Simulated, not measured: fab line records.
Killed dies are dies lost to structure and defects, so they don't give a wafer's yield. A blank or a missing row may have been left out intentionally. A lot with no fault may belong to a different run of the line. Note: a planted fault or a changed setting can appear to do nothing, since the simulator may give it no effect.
fab line records | flow n5Finfet
record: lots: 5 wafers: 12 lastDay: 17
route steps=1938 shown BEOL_M9@1437 BEOL_M10@1470 BEOL_M15@1830 PASSIVATION@1936
lots untouched by any fault: they come from a run of this same line in which no faults occurred
startH: the number of hours between the record's first day and the start of the first shown wafer of the lot | waitH: time in hours since the lot's previous step | " unchanged from the row above | L1.1+2: a single row standing in for several wafers | - no value, or no start given | * or withheld: withheld | < > ~ a bound
route shown NAME@n: a module of which the file shows steps, and the number in the route of the first | usual: mean and standard deviation over wafers with no fault | same: alike in all rows | chamber/n: place in a boat | sites: the reading at each site | _std_site: the standard deviation of these | _edge_site: inner sites' mean taken away from outer sites' mean | radiusMm: for every site, how far away it sits from the centre of the wafer | mask NAME#n: copy n | behind: tool/chamber where the wafer was last shaped | hold: why the lot was held/for how many hours/how that ended | device: the transistor (n, p or np) that didn't switch | end of line: the route-end tests of the same wafers | a step without rows: its recipe alone | killed: dies lost to structure and defects at the first sort, not the wafer's yield | map: the dies of a wafer, with x for killed, . for not killed, _ for no die there
set.NAME: the setting as run; set.NAME@STEP: as run at that earlier step | model.NAME: the simulator's own value behind a step, which no gauge read
lots at selected steps of the route; one table per step, one row per wafer
services: when a tool's chamber went out of use (startH, in hours from the record's first day, below 0 if earlier), for how many hours, and the reason
== steps ==
step: N5_BEOL_M9_DESCUM_33
recipe: chemistry: O2 timeS: 7 sourcePowerW: 50 biasPowerW: 20 pressureMtorr: 20 rfFrequencyHz: 2.712e+07 tempC: 40 resist: CAR-EUV o2FlowSccm: 225
step: N5_BEOL_M9_ETCH_76
recipe: chemistry: N2/H2 target: underlayer targetDepthA: 65 maskMaterial: CAR-EUV timeS: 5.2 ionEnergyEv: 200 pressureMtorr: 30 sourceW: 840 biasW: 150 n2FlowSccm: 200 h2FlowSccm: 200 ends: cleared
step: N5_BEOL_M9_ETCH_65
recipe: chemistry: CF4 target: SiARC targetDepthA: 156 maskMaterial: CAR-EUV timeS: 26 ionEnergyEv: 80 pressureMtorr: 40 sourceW: 545 biasW: 36 Ar_flow_sccm: 100 cf4FlowSccm: 100 ends: cleared
step: N5_BEOL_M9_ETCH_66
recipe: chemistry: N2/H2 target: SOC targetDepthA: 800 overetchA: 160 maskMaterial: SiARC tempC: 40 timeS: 120 ionEnergyEv: 200 pressureMtorr: 30 sourceW: 840 biasW: 150 n2FlowSccm: 200 h2FlowSccm: 200
step: N5_BEOL_M9_STRIP_69
recipe: chemistry: N2/H2 tempC: 40 n2FlowSccm: 200 h2FlowSccm: 200 rfFrequencyHz: 6e+07
step: N5_BEOL_M9_STRIP_77
recipe: chemistry: N2/H2 tempC: 40 n2FlowSccm: 200 h2FlowSccm: 200 rfFrequencyHz: 6e+07
step: N5_BEOL_M9_VIA_ETCH_34
recipe: chemistry: C4F6/O2 target: SiCOH_lowk targetDepthA: 1824 maskMaterial: SOC taperDeg: 4 timeS: 68.4 ionEnergyEv: 250 pressureMtorr: 30 sourceW: 345 biasW: 185 Ar_flow_sccm: 300 C4F6_flow_sccm: 10 O2_flow_sccm: 10
step: N5_BEOL_M9_STRIP_73
recipe: chemistry: C4F6/O2 resist: SiARC rfFrequencyHz: 6e+07
step: N5_BEOL_M9_STRIP_36
recipe: chemistry: N2/H2 powerW: 450 tempC: 40 pressureMtorr: 20 rfFrequencyHz: 6e+07 overashFraction: 0.3 biasPowerW: 7 h2Frac: 0.5 n2FlowSccm: 200 h2FlowSccm: 200
step: N5_BEOL_M9_TRENCH_ETCH_37
recipe: chemistry: C4F6/O2 targetDepthA: 1514.3 target: SiCOH_lowk timeS: 49 ionEnergyEv: 250 pressureMtorr: 30 sourceW: 345 biasW: 185 Ar_flow_sccm: 300 C4F6_flow_sccm: 10 O2_flow_sccm: 10
usual: drypumpMotorCurrentA: 5.7/0.32 oesProductAu: 0.77/0.069 rfFwdPowerW: 341.9/1.4 rfVppV: 672/19 showerheadPlenumPTorr: 2.85/0.1 throttleValvePct: 20.96/0.27
same: timeS: 49
columns lot.wafer tool chamber startH waitH drypumpMotorCurrentA oesProductAu rfFwdPowerW rfHoursCounterH rfVppV showerheadPlenumPTorr throttleValvePct model.etch.depthNm model.BEOL_M9.featureDepthNm model.TiN_of_BEOL_M9_HM_DEP_02.thkNm
L395.3 rieDiel-01 2 255.18 - 6.3 0.72 342.0 198 665 2.96 21.07 153.7 153.8 15.8
L395.4 " 1 " " 5.9 0.73 342.4 215 676 2.72 21.19 157.6 157.6 15.8
L395.6 " 2 " " 6.3 0.73 341.8 - 665 2.96 21.07 156.1 156 15.6
L396.1 rieDiel-01 1 257.95 - 5.9 0.67 343.4 215 676 2.72 21.16 136.2 136.2 16.8
L396.4 " 0 " " 5.8 0.82 343.4 73 699 2.90 20.73 149.3 149.4 16
L398.4 rieDiel-01 2 275.83 - 6.3 0.71 341.5 204 665 2.96 21.06 152.5 152.6 16.2
L398.5 " 3 " " 5.7 0.67 342.0 - 651 2.73 21.12 127.3 127.2 17
L400.1 rieDiel-01 3 281.61 - 5.7 0.68 340.9 169 651 2.73 21.13 129 129 16.6
L400.5 " 1 " " 5.9 0.65 344.1 - 677 2.72 21.18 134.1 134.2 16.2
L411.2 rieDiel-03 3 350.95 - 5.9 0.95 343.9 9 650 2.83 20.86 154.9 155 15.6
L411.4 " 1 " " 5.4 0.75 341.2 160 673 2.88 21.00 146.8 146.8 15.6
L411.6 " 3 " " 6.0 0.95 342.5 - 649 2.82 20.86 155.7 155.6 15
step: N5_BEOL_M9_ETCH_41
recipe: chemistry: CH3F/O2 target: SiCN targetDepthA: 366 taperDeg: 2 timeS: 70.1 ionEnergyEv: 120 maskMaterial: TiN pressureMtorr: 30 sourceW: 395 biasW: 75 Ar_flow_sccm: 150 CH3F_flow_sccm: 30 O2_flow_sccm: 20
step: N5_BEOL_M9_STRIP_80
recipe: chemistry: N2/H2 timeS: 10 powerW: 450 tempC: 40 pressureMtorr: 20 rfFrequencyHz: 6e+07 biasPowerW: 7 n2FlowSccm: 200 h2FlowSccm: 200
step: N5_BEOL_M9_OCD_MEAS_38
usual: trenchDepthNm: 151/3.1
columns lot.wafer tool chamber startH waitH trenchDepthNm
L395.3 ocd-02 - 255.36 - 154
L395.4 " - " " 157
L395.6 " - " " 156
L396.1 ocd-01 - 258.12 - 136
L396.4 " - " " 149
L398.4 ocd-01 - 276.01 - 153
L398.5 " - " " 127
L400.1 ocd-02 - 281.79 - 130
L400.5 " - " " 134
L411.2 ocd-02 - 351.12 - 155
L411.4 " - " " 147
L411.6 " - " " 155
step: N5_BEOL_M9_HM_STRIP_39
recipe: chemistry: peroxideTinStrip material: TiN targetDepthA: 250 tempC: 50 timeS: 158
step: N5_BEOL_M9_SRD_40
recipe: timeS: 30 tempC: 23 rinseLiquid: diw dry: ipaMarangoni
step: N5_BEOL_M9_PRECLEAN_42
recipe: chemistry: residueRemover timeS: 60 tempC: 40
step: N5_BEOL_M9_SRD_43
recipe: timeS: 30 tempC: 23 rinseLiquid: diw dry: ipaMarangoni
step: N5_BEOL_M9_CURE_72
recipe: tempC: 370 timeS: 120 ambient: DMADMS/He material: SiCOH_lowk
step: N5_BEOL_M9_DEGAS_44
recipe: ambient: vacuum tempC: 250 timeS: 60
step: N5_BEOL_M9_PRE_CLEAN_45
recipe: gas: H2/He timeS: 30 tempC: 250
step: N5_BEOL_M9_ALD_74
recipe: material: TaN targetThkA: 20 tempC: 275 aldPrecursorFamily: PDMAT aldCoReactant: NH3 pressureTorr: 3 carrierFlowSccm: 1500 pulseTimeS: 2 purgeTimeS: 3 coReactantPurgeTimeS: 2 coReactantPulseTimeS: 3 aldCycles: 40 precursorVesselTempC: 75 precursorVesselPressureTorr: 26.25 precursorVesselCarrierSccm: 1000
step: N5_BEOL_M9_SURFACE_TREAT_79
recipe: gas: Ar timeS: * ionEnergyEv: * ionCurrentMaCm2: 0.5 pressureMtorr: * arFlowSccm: 30
step: N5_BEOL_M9_CVD_78
recipe: material: Co targetThkA: 20 tempC: withheld precursor: CCTBA/H2 pressureTorr: 30 timeS: 138.9
step: N5_BEOL_M9_SPUTTER_48
recipe: material: Cu targetThkA: 120 tempC: -20 biasV: 60 powerW: 26000 chamberPressurePa: 0.13 timeS: 2
step: N5_BEOL_M9_ECD_50
recipe: material: Cu targetThkA: 3180
step: N5_BEOL_M9_ANNEAL_51
recipe: tempC: 225 timeS: 90 ambient: N2
step: N5_BEOL_M9_CMP_52
recipe: stopOn: SiCOH_lowk tOverpolishS: 7 downForcePsi: 1 platenRpm: 50 clearingPlatenDownForcePsi: 1.5 clearingPlatenRpm: 50 postCmpClean: cuAlkaline targetThkNm: 140 clearingPlatenPadVelocityMS: 0.99484 padVelocityMS: 0.99484
usual: barrierFieldEndpointS: 29.7/0.91 clearingPlatenRpm: 50.005/0.029 edgeZonePressureFrac: 1.000/0.0045 motorCurrentA: 6.0/0.64 overpolishRunS: 7.000/0.0092 padLifeWafers: 1274/550 slurryFlowMlMin: 150.0/0.43 timeToEndpointS: 69/4.3
columns lot.wafer tool chamber startH waitH barrierFieldEndpointS clearingPlatenRpm edgeZonePressureFrac motorCurrentA overpolishRunS padLifeWafers slurryFlowMlMin timeToEndpointS model.Cu_of_BEOL_M9_ECD_50.thkNm
L395.4 cmp-02 0 257.34 0.2 31.2 49.994 1.002 6.8 7.001 2023 149.6 73 148.6
L395.3 " 2 " " 28.4 50.053 0.991 6.4 7.000 2025 149.6 64 141.4
L395.6 " 3 " " 30.4 49.976 1.003 5.1 7.016 - 150.3 68 144.8
L396.1 cmp-04 2 262.41 0.3 29.8 50.013 1.002 5.7 7.002 1308 151.0 68 126.2
L396.4 " 1 " " 30.0 50.047 1.002 6.8 7.021 1311 150.4 69 139.2
L398.4 cmp-04 3 278.05 0.3 30.3 49.951 1.009 5.8 6.996 1515 149.7 71 143.4
L398.5 " 0 " " 31.3 49.966 1.009 5.4 6.987 - 150.1 80 119.8
L400.1 cmp-04 0 286.91 0.4 31.3 49.986 1.000 5.2 6.984 1587 150.0 78 122.4
L400.5 " 1 " " 29.2 49.991 1.004 6.4 7.009 - 149.7 69 123.6
L411.4 cmp-02 2 354.61 0.2 28.7 49.974 0.986 6.7 6.998 570 149.4 64 133
L411.2 " 0 " " 29.6 50.030 0.999 6.7 7.010 572 150.1 70 144.4
L411.6 " 2 " " 29.8 49.985 0.996 6.5 6.989 - 150.4 64 143.4
step: N5_BEOL_M9_THK_MEAS_53
recipe: thkMeasGauge: xrf reads: Cu_of_BEOL_M9_ECD_50
usual: M9_THK: 141/3.6
columns lot.wafer tool chamber startH waitH M9_THK[nm]
L395.3 filmMetro-01 - 257.60 - 140
L395.4 " - " " 148
L395.6 " - " " 144
L396.1 filmMetro-01 - 262.71 - 126
L396.4 " - " " 139
L398.4 filmMetro-01 - 278.24 - 143
L398.5 " - " " 120
L400.1 filmMetro-01 - 287.09 - 124
L400.5 " - " " 125
L411.2 filmMetro-01 - 354.91 - 146
L411.4 " - " " 133
L411.6 " - " " 144
step: N5_BEOL_M9_PRE_CLEAN_55
recipe: gas: NH3 timeS: 15 tempC: withheld rfPowerW: 300
step: N5_BEOL_M9_DEP_56
recipe: material: SiCN targetThkA: 150 tempC: withheld precursor: 3MS/NH3 pressureTorr: 3 rfW: 202 timeS: 26.5
step: N5_BEOL_M9_RS_MEAS_57
recipe: thkMeasGauge: four-point-probe reads: Cu_of_BEOL_M9_ECD_50+Co_of_BEOL_M9_CVD_78+TaN_of_BEOL_M9_ALD_74
usual: M9_RS: 0.150/0.004
columns lot.wafer tool chamber startH waitH M9_RS[ohm/sq]
L395.3 filmMetro-02 - 257.77 0.1 0.150
L395.4 " - " " 0.141
L395.6 " - " " 0.145
L396.1 filmMetro-02 - 262.84 0.1 0.169
L396.4 " - " " 0.152
L398.4 filmMetro-01 - 278.37 0.0 0.147
L398.5 " - " " 0.180
L400.1 filmMetro-02 - 287.23 0.1 0.175
L400.5 " - " " 0.173
L411.2 filmMetro-02 - 355.04 0.1 0.146
L411.4 " - " " 0.160
L411.6 " - " " 0.147
step: N5_BEOL_M10_ILD_DEP_00
recipe: material: SiCOH_lowk targetThkA: 3085.1 tempC: 300 precursor: DEMS/porogen pressureTorr: 5 rfW: 500 timeS: 58
step: N5_BEOL_M10_CURE_71
recipe: tempC: 385 timeS: 240 ambient: He/Ar material: SiCOH_lowk
step: N5_BEOL_M10_PECVD_70
recipe: material: SiO2 targetThkA: 200 tempC: 400 precursor: TEOS/O2 pressureTorr: 5.5 rfW: 450 teosFlowSccm: 53.8 gas: O2 flowSccm: 3000 timeS: 22.7
step: N5_BEOL_M10_HM_DEP_02
recipe: material: TiN targetThkA: 200 tempC: 25 chamberPressurePa: 0.49996
step: N5_BEOL_M10_COAT_59
recipe: resist: SOC tempC: 250 timeS: 60 spinRpm: 1500 resistThkNm: 100
step: N5_BEOL_M15_RC_MEAS_101
usual: COMB_M10: 1.4e-11/3e-12 COMB_M11: 1.4e-11/3.2e-12 COMB_M12: 5.9e-12/1.3e-12 COMB_M13: 4.3e-12/9.3e-13 COMB_M14: 3e-12/8.4e-13 COMB_M15: 1.9e-12/4.9e-13 COMB_M15_max_site: 3.1e-12/8.4e-13 COMB_M5: 3.6e-11/7.2e-12 COMB_M6: 2.6e-11/5.2e-12 COMB_M7: 2.5e-11/6e-12 COMB_M8: 2.5e-11/5.2e-12 COMB_M9: 1.41e-11/2.9e-12 SERP_M10: 3.01/0.1 SERP_M10_max_site: 3.09/0.11 SERP_M11: 3.07/0.091 SERP_M12: 0.625/0.023 SERP_M13: 0.312/0.007 SERP_M14: 0.163/0.0063 SERP_M5: 37.9/2.3 SERP_M6: 14.1/0.83 SERP_M6_max_site: 14.7/0.83 SERP_M7: 13.8/0.65 SERP_M8: 13.6/0.69 SERP_M9: 3.05/0.1 SERP_M9_max_site: 3.14/0.11
columns lot.wafer tool chamber startH waitH COMB_M10[S/m] COMB_M11[S/m] COMB_M12[S/m] COMB_M13[S/m] COMB_M14[S/m] COMB_M15[S/m] COMB_M15_max_site[S/m] COMB_M5[S/m] COMB_M6[S/m] COMB_M7[S/m] COMB_M8[S/m] COMB_M9[S/m] SERP_M10[ohm/um] SERP_M10_max_site[ohm/um] SERP_M11[ohm/um] SERP_M12[ohm/um] SERP_M13[ohm/um] SERP_M14[ohm/um] SERP_M5[ohm/um] SERP_M6[ohm/um] SERP_M6_max_site[ohm/um] SERP_M7[ohm/um] SERP_M8[ohm/um] SERP_M9[ohm/um] SERP_M9_max_site[ohm/um]
L395.3 prober-02 0 303.37 0.3 1.7e-11 2.6e-11 5.3e-12 3.8e-12 2.4e-12 2.7e-12 3.8e-12 3.1e-11 2e-11 2.7e-11 2.1e-11 1.78e-11 3.05 3.11 3.01 0.612 0.319 0.155 41.0 14.3 15.1 13.5 14.7 2.96 3.04
L395.4 " 0 " " 1.8e-11 1.8e-11 6.3e-12 4.9e-12 2.3e-12 2.1e-12 2.9e-12 4.7e-11 1.9e-11 4.1e-11 2.8e-11 1.15e-11 3.20 3.26 3.16 0.643 0.316 0.158 36.2 14.3 15.1 14.0 13.4 2.79 2.85
L395.6 " 0 " " 1.9e-11 1.7e-11 7e-12 4.3e-12 4.3e-12 3.1e-12 4.4e-12 4.8e-11 2.4e-11 3.9e-11 2.6e-11 1.28e-11 2.98 3.00 3.06 0.620 0.324 0.155 34.1 14.4 15.0 15.1 13.4 2.94 3.00
L396.1 prober-01 0 307.68 0.0 1.3e-11 1.2e-11 7e-12 4.4e-12 2.7e-12 1.2e-12 2.5e-12 3.8e-11 2.7e-11 2.9e-11 3.1e-11 1.34e-11 3.11 3.16 3.22 0.630 0.324 0.167 39.7 12.3 12.9 13.6 13.0 3.41 3.67
L396.4 " 0 " " 1.1e-11 2.2e-11 4e-12 3.3e-12 2.4e-12 1.9e-12 3.6e-12 2.1e-11 3e-11 2.3e-11 2.4e-11 1.3e-11 3.08 3.12 3.02 0.638 0.324 0.154 32.0 12.8 13.9 13.4 14.3 3.14 3.26
L398.4 prober-01 0 321.37 0.8 1.4e-11 1.6e-11 9e-12 3.8e-12 2.7e-12 2.3e-12 3.7e-12 2.1e-11 2.4e-11 3.6e-11 3.6e-11 1.64e-11 3.11 3.13 3.04 0.663 0.303 0.156 38.5 13.8 14.3 14.4 13.0 3.03 3.04
L398.5 " 0 " " 1.8e-11 1.6e-11 5.8e-12 4.4e-12 2.3e-12 2e-12 3.7e-12 2.6e-11 2e-11 3.5e-11 2.7e-11 1.4e-11 2.98 3.23 3.08 0.618 0.327 0.164 38.0 14.2 14.8 14.3 13.0 3.66 3.71
L400.1 prober-02 0 328.35 0.0 1.5e-11 2.1e-11 5.7e-12 3.9e-12 4.1e-12 1.7e-12 3e-12 4.2e-11 1.9e-11 2.5e-11 2.4e-11 1.26e-11 3.10 3.21 3.11 0.668 0.314 0.162 38.8 14.1 14.5 13.5 13.7 3.54 3.65
L400.5 " 0 " " 1.3e-11 1.5e-11 5.5e-12 4.5e-12 4e-12 2.1e-12 3.8e-12 4.8e-11 1.7e-11 3.6e-11 2.6e-11 1.28e-11 3.00 3.10 2.96 0.644 0.317 0.151 39.8 14.8 15.1 13.0 12.8 3.47 3.58
L411.2 prober-01 0 397.48 0.5 1.1e-11 9e-12 4.4e-12 3.3e-12 1.7e-12 2.3e-12 4.2e-12 2.4e-11 3.4e-11 2.2e-11 1.9e-11 1.26e-11 2.94 2.99 3.12 0.640 0.305 0.164 43.4 14.5 15.0 14.0 14.0 3.01 3.08
L411.4 " 0 " " 1.6e-11 1.4e-11 5.3e-12 4.1e-12 2.3e-12 1.8e-12 5e-12 3.7e-11 2.2e-11 1.9e-11 2.2e-11 1.26e-11 2.78 2.84 3.03 0.609 0.309 0.168 37.4 14.4 15.1 14.1 13.6 3.24 3.40
L411.6 " 0 " " 1.1e-11 1.2e-11 4.7e-12 4.8e-12 2.6e-12 1.9e-12 3.1e-12 3.1e-11 3.6e-11 2.5e-11 2.5e-11 1.2e-11 2.97 3.01 3.06 0.623 0.306 0.171 34.1 13.3 13.7 13.5 14.0 3.01 3.08
sites SERP_M9 radiusMm=0,75,75,75,75,140,140,140,140
L395.3 2.87 2.98 2.97 2.96 2.93 2.97 3.04 2.96 2.96
L396.1 3.27 3.35 3.41 3.37 3.40 3.54 3.67 3.57 3.53
L398.4 2.99 3.03 2.98 3.03 3.02 3.04 3.03 2.99 3.04
L400.1 3.59 3.58 3.54 3.59 3.65 3.40 3.32 3.34 3.50
L411.2 3.04 3.01 3.02 3.05 3.08 2.91 2.99 2.95 2.90
step: N5_PASSIVATION_PROBE_49
usual: defectLimitedYield: 91.6/1.4 killed_at_M0_to_M3: 32/9.5 killed_at_M4_up: 13/6 killedAtContacts: 12/5.6 killedAtFrontEnd: 39/11 killedAtOther: 2.8/2.3 killedDies: 99/16 killedOpen: 65/12 killedShort: 32/7.6 sort_bin_5_function: 4.8/0.88 sort_bin_6_memory: 3.2/0.65 sort_bin_8_speed: 0.2/2 sortNPass: 1077/29 sortYieldPct: 91.2/2.5
same: grossDies: 1180 killedAtBackSide: 0 sort_bin_4_leakage[%]: 0
columns lot.wafer tool chamber startH waitH defectLimitedYield[%] killed_at_M0_to_M3 killed_at_M4_up killedAtContacts killedAtFrontEnd killedAtOther killedDies killedOpen killedShort sort_bin_5_function[%] sort_bin_6_memory[%] sort_bin_8_speed[%] sortNPass sortYieldPct[%]
L395.3 prober-01 - 318.39 0.1 91.7 24 8 22 41 3 98 53 42 4.7 3.2 14.8 907 76.9
L395.4 prober-01 - 318.44 0.2 93.0 19 3 19 38 4 83 57 25 4.2 2.7 0 1097 93.0
L395.6 prober-01 - 318.54 0.3 94.2 11 11 4 38 4 68 41 23 3.1 2.5 0.6 1105 93.6
L396.1 prober-02 - 322.59 0.0 92.6 37 7 9 31 3 87 43 42 4.5 2.5 0 1093 92.6
L396.4 prober-02 - 322.74 0.2 90.6 33 10 17 48 3 111 77 30 5.8 3.4 0 1069 90.6
L398.4 prober-02 - 333.73 0.2 93.2 17 12 15 34 2 80 48 32 4.2 2.4 0 1100 93.2
killed by level:class
L395.3 MOL_CONTACT_COAG:geometricParticle:open=16 BEOL_M0_SAQP:geometricParticle:open=10 GATE_CUT:geometricParticle:short=9 FIN_SAQP:geometricParticle:short=7 MOL_CONTACT_COAG:geometricParticle:short=6 FIN_SAQP:geometricParticle:open=5 BEOL_M0_SAQP:geometricParticle:short=4 STI_FIN_REVEAL:geometricParticle:open=3
L395.4 MOL_CONTACT_COAG:geometricParticle:open=16 FIN_SAQP:geometricParticle:open=9 BEOL_M3:geometricParticle:open=6 GATE_CUT:geometricParticle:short=5 FIN_CUT:geometricParticle:short=4 GATE_CUT:geometricParticle:open=4 BEOL_M0_SAQP:geometricParticle:short=4 MOL_CONTACT_COAG:geometricParticle:short=3
L395.6 STI_FIN_REVEAL:geometricParticle:open=9 FIN_SAQP:geometricParticle:short=8 FIN_SAQP:geometricParticle:open=8 BEOL_M4:geometricParticle:open=5 GATE_CUT:geometricParticle:short=4 MOL_CONTACT_COAG:geometricParticle:open=4 STARTING-WAFER:geometricParticle:short=3 BEOL_M0_SAQP:geometricParticle:open=2
L396.1 BEOL_M0_SAQP:geometricParticle:short=16 FIN_SAQP:geometricParticle:short=8 FIN_SAQP:geometricParticle:open=8 MOL_CONTACT_COAG:geometricParticle:open=8 BEOL_M0_SAQP:geometricParticle:open=7 BEOL_M2:geometricParticle:open=5 BEOL_M1:geometricParticle:open=4 STI_FIN_REVEAL:geometricParticle:open=3
L396.4 MOL_CONTACT_COAG:geometricParticle:open=14 FIN_SAQP:geometricParticle:open=12 FIN_SAQP:geometricParticle:short=11 BEOL_M3:geometricParticle:open=10 DUMMY_GATE:geometricParticle:open=6 BEOL_M1:geometricParticle:open=6 BEOL_M2:geometricParticle:open=5 STI_FIN_REVEAL:geometricParticle:open=5
L398.4 MOL_CONTACT_COAG:geometricParticle:open=13 FIN_SAQP:geometricParticle:short=9 FIN_SAQP:geometricParticle:open=7 BEOL_M4:geometricParticle:open=6 BEOL_M2:geometricParticle:short=5 BEOL_M0_SAQP:geometricParticle:open=4 BEOL_M3:geometricParticle:open=4 BEOL_M4:geometricParticle:short=4
== services ==
columns tool chamber startH hours kind
cmp-02 - 259.65 4.0 pm
rieDiel-03 - 262.64 0.5 repair
cmp-02 - 263.65 - consumableReplace:conditioner
cmp-02 - 263.65 - consumableReplace:pad
cmp-04 - 264.38 0.9 repair
cmp-02 - 267.05 16.2 repair
cmp-02 - 289.29 0.4 repair
rieDiel-03 3 292.15 - clean
rieDiel-03 3 292.15 - consumableReplace:focusRing
rieDiel-03 3 292.15 28.0 scheduledDown
rieDiel-03 3 292.15 28.0 ventCycle
cmp-04 - 306.77 4.9 repair
rieDiel-03 2 342.53 6.8 repair
cmp-02 - 348.11 5.2 repair
rieDiel-01 3 352.67 2.8 repair
cmp-04 - 353.91 4.0 pm
== key ==
firstSign: step: N5_BEOL_M9_OCD_MEAS_38 reading: trenchDepthNm direction: down sigmas: 6.2 usual: 151 struck: 132
effect: step: N5_BEOL_M9_THK_MEAS_53 reading: M9_THK direction: down sigmas: 4.6 usual: 141 struck: 124
effect: step: N5_BEOL_M9_RS_MEAS_57 reading: M9_RS direction: up sigmas: 6.1 usual: 0.150 struck: 0.174
effect: step: N5_BEOL_M15_RC_MEAS_101 reading: SERP_M9 direction: up sigmas: 4.6 usual: 3.05 struck: 3.52
modelEffect: step: N5_BEOL_M9_TRENCH_ETCH_37 value: etch.depthNm without: 151 struck: 131.6
modelEffect: step: N5_BEOL_M9_CMP_52 value: Cu_of_BEOL_M9_ECD_50.thkNm without: 142.4 struck: 123
metAt N5_BEOL_M9_TRENCH_ETCH_37
struckWafers L396.1,L398.5,L400.1,L400.5
onsetBetween 255.18 257.95
fault: kind: processParameterDrift tool: rieDiel-01 chamber: - onsetH: 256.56 steps: N5_BEOL_M9_TRENCH_ETCH_37 channel: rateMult offset: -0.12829 shape: step endH: 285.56 scope: struckWafersOnly
